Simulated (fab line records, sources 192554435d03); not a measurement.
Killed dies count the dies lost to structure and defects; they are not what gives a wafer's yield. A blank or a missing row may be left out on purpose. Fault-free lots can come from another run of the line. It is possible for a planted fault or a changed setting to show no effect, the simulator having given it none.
Chamber matching / flow n5-finfet / rie-diel-05 running N5_BEOL_M3_DESCUM_33: 4 sister chambers
The step chemistry O2, time 7 s. 8 wafers are shown with their chamber, then 9 later ones without.

## WAFERS WITH THEIR CHAMBER
wafer=L077.6; chamber=1; showerhead-plenum-p-Torr (Torr)=2.09; throttle-valve-pct (%)=20.56
wafer=L081.4; chamber=0; showerhead-plenum-p-Torr (Torr)=2.19; throttle-valve-pct (%)=20.73
wafer=L081.6; chamber=2; showerhead-plenum-p-Torr (Torr)=2.09; throttle-valve-pct (%)=20.44
wafer=L084.1; chamber=2; showerhead-plenum-p-Torr (Torr)=2.09; throttle-valve-pct (%)=20.41
wafer=L084.5; chamber=0; showerhead-plenum-p-Torr (Torr)=2.19; throttle-valve-pct (%)=20.73
wafer=L089.1; chamber=1; showerhead-plenum-p-Torr (Torr)=2.08; throttle-valve-pct (%)=20.59
wafer=L089.2; chamber=3; showerhead-plenum-p-Torr (Torr)=2.08; throttle-valve-pct (%)=20.52
wafer=L089.5; chamber=3; showerhead-plenum-p-Torr (Torr)=2.08; throttle-valve-pct (%)=20.54

## WAFERS MISSING THEIR CHAMBER
wafer=L090.1; showerhead-plenum-p-Torr (Torr)=2.08; throttle-valve-pct (%)=20.55
wafer=L090.3; showerhead-plenum-p-Torr (Torr)=2.08; throttle-valve-pct (%)=20.59
wafer=L090.4; showerhead-plenum-p-Torr (Torr)=2.19; throttle-valve-pct (%)=20.75
wafer=L094.2; showerhead-plenum-p-Torr (Torr)=2.08; throttle-valve-pct (%)=20.56
wafer=L094.4; showerhead-plenum-p-Torr (Torr)=2.18; throttle-valve-pct (%)=20.76
wafer=L094.5; showerhead-plenum-p-Torr (Torr)=2.08; throttle-valve-pct (%)=20.47
wafer=L096.2; showerhead-plenum-p-Torr (Torr)=2.18; throttle-valve-pct (%)=20.79
wafer=L096.3; showerhead-plenum-p-Torr (Torr)=2.07; throttle-valve-pct (%)=20.55
wafer=L096.6; showerhead-plenum-p-Torr (Torr)=2.07; throttle-valve-pct (%)=20.55

## WHICH CHAMBER EACH ONE RAN IN
wafer=L090.1; from the rows above=can't be placed: 3 or 1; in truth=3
wafer=L090.3; from the rows above=can't be placed: 1 or 3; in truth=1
wafer=L090.4; from the rows above=0; in truth=0
wafer=L094.2; from the rows above=can't be placed: 1 or 3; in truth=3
wafer=L094.4; from the rows above=0; in truth=0
wafer=L094.5; from the rows above=can't be placed: 3 or 2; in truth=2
wafer=L096.2; from the rows above=0; in truth=0
wafer=L096.3; from the rows above=can't be placed: 3 or 1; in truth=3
wafer=L096.6; from the rows above=can't be placed: 3 or 1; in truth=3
Correct placement for 3 of the 9. Cannot be placed on the basis of these rows: 6; the candidates contain the true chamber in 6. Wrongly placed: 0.
How it was worked out, from the rows above alone: a wafer's distance from a chamber is the root of the sum, over the readings, of the square of ((its reading less the chamber's mean) divided by the reading's scatter). The wafer belongs to the nearest chamber; if the next one is less than 2 further off, it can't be placed. A chamber's mean is the mean of its shown wafers. The scatter: take each reading less its chamber's mean, square it, sum over the shown wafers, divide by the number of wafers less the number of chambers, and take the root.
